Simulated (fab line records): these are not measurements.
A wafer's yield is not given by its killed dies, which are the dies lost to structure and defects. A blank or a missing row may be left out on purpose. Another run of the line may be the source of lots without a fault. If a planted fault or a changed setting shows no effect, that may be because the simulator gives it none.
A lot that was struck, set against a sound lot + flow nand_harc + 15 out of 1302 route steps
Sound: the wafers L991.1, L991.3, L991.4. Struck: wafer L994.3 (left out: L994.1, L994.4 of the same lot, which were not struck); the cause appears at the end.
Each step with rows lists, per side, the tool, then ch with its chambers, then its first start. Under that, the readings that differ: sound wafers + struck wafers + difference of the means + sigmas: that difference in standard deviations of wafers without a fault.
alike: words and numbers the same on both sides, and readings whose means are apart by under 2 such deviations; not compared: readings that were withheld, readings missing a value for some wafer, numbers with overlapping values and no deviation given by the record, and bounds like >300 which may hide the same value.
The two part at a step that has a row with sigmas, a row that says differs or no value, or rows on one side only. When numbers do not overlap yet have no deviation, they are printed without sigmas and do not part them. Lack of a reading on every wafer of one side parts them only where that side has two or more wafers.

first, 7 steps without rows for these wafers: NHARC_A_CONTACT_COAT_62 (time 65 s); NHARC_A_CONTACT_COAT_63 (resist thk 90 nm); NHARC_A_CONTACT_SOFTBAKE_64 (time 55 s); NHARC_A_CONTACT_EBR_65; NHARC_A_CONTACT_EXPOSE_66 (exposes mask A CC 2); NHARC_A_CONTACT_PEB_67 (peb time 65 s); NHARC_A_CONTACT_DEVELOP_68 (develop time 35 s).
NHARC_A_CONTACT_CD_MEAS_69: the cd target is 300 nm.
  sound on cd_sem-01 ch 0, day 25 16:07; struck on cd_sem-01 ch 0, day 27 11:23
  alike: cd_nm
NHARC_A_CONTACT_OVL_MEAS_70:
  sound on overlay-02, day 25 16:13; struck on overlay-02, day 27 11:29
  alike: overlay_x_nm, overlay_y_nm
NHARC_A_CONTACT_INSPECT_71:
  sound on defect_inspect-01, day 25 16:14; struck on defect_inspect-01, day 27 11:31
| reading          | sound    | struck | difference | sigmas |
|------------------|----------|--------|------------|--------|
| raw_defect_count | 26 40 57 | 120    | +79        | +2     |
NHARC_A_CONTACT_DESCUM_74: chemistry O2, time 3 s.
  sound on rie_diel-07 ch 0,2,3, day 25 16:18; struck on rie_diel-11 ch 1, day 27 12:38
| reading                | sound    | struck | difference | sigmas |
|------------------------|----------|--------|------------|--------|
| rf_hours_counter_h (h) | 18 20 17 | 6      | -12        |        |
  alike: drypump_motor_current_A, oes_product_au, rf_vpp_V, showerhead_plenum_p_Torr, throttle_valve_pct
NHARC_A_CONTACT_ETCH_75: etches the open film in CF4, target depth 39 nm, time 65 s.
  sound on rie_diel-07 ch 0,1,2, day 25 16:23; struck on rie_diel-11 ch 3, day 27 12:55
| reading                | sound    | struck | difference | sigmas |
|------------------------|----------|--------|------------|--------|
| rf_hours_counter_h (h) | 17 20 14 | 7      | -10        |        |
  alike: drypump_motor_current_A, oes_product_au, rf_vpp_V, showerhead_plenum_p_Torr, throttle_valve_pct
NHARC_A_CONTACT_ETCH_76: etches the open film in N2/H2, target depth 260 nm, time 475.3 s.
  sound on rie_diel-07 ch 1,2,3, day 25 16:29; struck on rie_diel-11 ch 3, day 27 13:10
| reading                | sound             | struck | difference | sigmas |
|------------------------|-------------------|--------|------------|--------|
| oes_product_au (a.u.)  | 1.008 0.997 1.010 | 1.273  | +0.268     | +24    |
| rf_hours_counter_h (h) | 14 18 20          | 7      | -10        |        |
  alike: drypump_motor_current_A, rf_vpp_V, showerhead_plenum_p_Torr, throttle_valve_pct
NHARC_A_CONTACT_ETCH_77: etches the open film in CF4/CHF3, target depth 108.9 nm, time 54.5 s.
  sound: rie_diel-07 ch 0,2,3; struck: rie_diel-11 ch 3
| reading                | sound    | struck | difference | sigmas |
|------------------------|----------|--------|------------|--------|
| rf_hours_counter_h (h) | 18 20 18 | 9      | -10        |        |
  alike: chf3_flow_sccm, drypump_motor_current_A, oes_product_au, rf_vpp_V, showerhead_plenum_p_Torr, throttle_valve_pct
-- break in the record here, with 3 days between the starts of the struck wafers on either side (left off in module A_CONTACT, picked up again in module END, where the first step shown is number 1302 on the route) --
NHARC_END_SORT_01:
  sound on prober-01 ch 0, day 28 06:44; struck on prober-01 ch 0, day 30 14:20
| reading             | sound    | struck | difference | sigmas |
|---------------------|----------|--------|------------|--------|
| killed_at_array     | 31 41 47 | 83     | +43        | +2     |
| killed_at_periphery | 9 8 12   | 2      | -8         | -2     |
  alike: killed_at_other, killed_dies, killed_open, killed_short

## WHERE THEY PART
Earliest at NHARC_A_CONTACT_INSPECT_71; latest, in this record, at NHARC_END_SORT_01.

WHY: what had been put in by the simulator
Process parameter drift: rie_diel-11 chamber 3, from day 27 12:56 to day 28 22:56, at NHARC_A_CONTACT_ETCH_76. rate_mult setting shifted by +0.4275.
